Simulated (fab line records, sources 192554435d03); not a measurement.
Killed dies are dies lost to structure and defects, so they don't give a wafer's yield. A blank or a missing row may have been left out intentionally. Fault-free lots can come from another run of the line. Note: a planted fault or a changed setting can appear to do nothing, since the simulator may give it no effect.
Split-lot trial | flow n5-finfet | route with 1938 steps; 7 lots, 21 wafers read

## THE SPLIT
At N5_BEOL_M8_COAT_22 (resist thk 30 nm), the setting spin-rpm was moved away from the recipe's 1500 rpm on 3 of the 21 wafers read, by -3.7% to +4.0%. This setting was run at the recipe's value on the other wafers.

## FROM THE SPLIT TO THE READING: what the file shows between them, 2 steps
- N5_BEOL_M8_EBR_24
- N5_BEOL_M8_SOFTBAKE_23: time 60 s

## THE READING
CAR-EUV_of_BEOL_M8_COAT_22.thk-nm (the simulator's own value, which no gauge read), in nm, at N5_BEOL_M8_DESCUM_33 (chemistry O2, time 7 s). No usual value for it is given in the file. Here, 18 wafers ran the recipe; their average is 26.1 nm with a standard deviation of 0.09 nm.

wafer  | tool, chamber at the split | spin-rpm as run, rpm | against the recipe | CAR-EUV_of_BEOL_M8_COAT_22.thk-nm, nm | against lot-mates on the recipe
L082.2 | litho-track-05, 0          | 1500                 | recipe             | 26                                    | -
L082.3 | litho-track-05, 0          | 1500                 | recipe             | 26                                    | -
L082.5 | litho-track-05, 0          | 1500                 | recipe             | 26.2                                  | -
L083.4 | litho-track-04, 0          | 1500                 | recipe             | 26                                    | -
L083.5 | litho-track-04, 0          | 1500                 | recipe             | 26                                    | -
L083.6 | litho-track-04, 0          | 1500                 | recipe             | 26.2                                  | -
L084.2 | litho-track-04, 0          | 1500                 | recipe             | 26                                    | -
L084.4 | litho-track-04, 0          | 1500                 | recipe             | 26                                    | -
L084.5 | litho-track-04, 0          | 1500                 | recipe             | 26                                    | -
L085.2 | litho-track-05, 0          | 1444                 | -3.7%              | 26.8                                  | +0.6
L085.3 | litho-track-05, 0          | 1500                 | recipe             | 26.2                                  | -
L085.5 | litho-track-05, 0          | 1444                 | -3.7%              | 26.6                                  | +0.4
L088.1 | litho-track-04, 0          | 1500                 | recipe             | 26.2                                  | -
L088.5 | litho-track-04, 0          | 1500                 | recipe             | 26.2                                  | -
L088.2 | litho-track-04, 0          | 1500                 | recipe             | 26                                    | -
L093.1 | litho-track-01, 0          | 1500                 | recipe             | 26                                    | -
L093.3 | litho-track-01, 0          | 1500                 | recipe             | 26                                    | -
L093.4 | litho-track-01, 0          | 1560                 | +4.0%              | 25.4                                  | -0.6
L096.1 | litho-track-05, 0          | 1500                 | recipe             | 26                                    | -
L096.3 | litho-track-05, 0          | 1500                 | recipe             | 26                                    | -
L096.4 | litho-track-05, 0          | 1500                 | recipe             | 26                                    | -

FIT RESULTS
A straight line over all 21 wafers: CAR-EUV_of_BEOL_M8_COAT_22.thk-nm changes by -0.169 nm for each +1% of spin-rpm; r = -0.94; the points scatter about the line by 0.093 nm.
The same after taking each lot's own level away (the mean of its wafers on the recipe; 21 wafers): -0.14 nm for each +1%; r = -0.94; scatter 0.073 nm.
That fit puts the effect of the largest move of spin-rpm on the reading at 0.56 nm.
The lots' own levels span 26.00 to 26.20 nm, that is 2.2 times the standard deviation above.
In other words, the slope is changed by the lot-to-lot level; the two fits disagree.
Check: for one of the wafers moved furthest among these (+4.0%), held out of the fit, the line's prediction against its lot-mates is -0.536 nm. Against them it came out at -0.6 nm.

## THE WHOLE CHAIN: every reading that the file lists as answering this split, in the file's order
step                 | what it does           | reading                                                                            | change (the file's fit)               | r (the file's)
N5_BEOL_M8_COAT_22   | resist thk 30 nm       | CAR-EUV_of_BEOL_M8_COAT_22.thk-nm (the simulator's own value, which no gauge read) | -0.155 nm for each +1% of the setting | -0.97
N5_BEOL_M8_DESCUM_33 | chemistry O2, time 7 s | CAR-EUV_of_BEOL_M8_COAT_22.thk-nm (the simulator's own value, which no gauge read) | -0.143 nm for each +1% of the setting | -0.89

## FILE'S OWN FIT
CAR-EUV_of_BEOL_M8_COAT_22.thk-nm changes by -0.143 nm for each +1% of spin-rpm, r = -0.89.
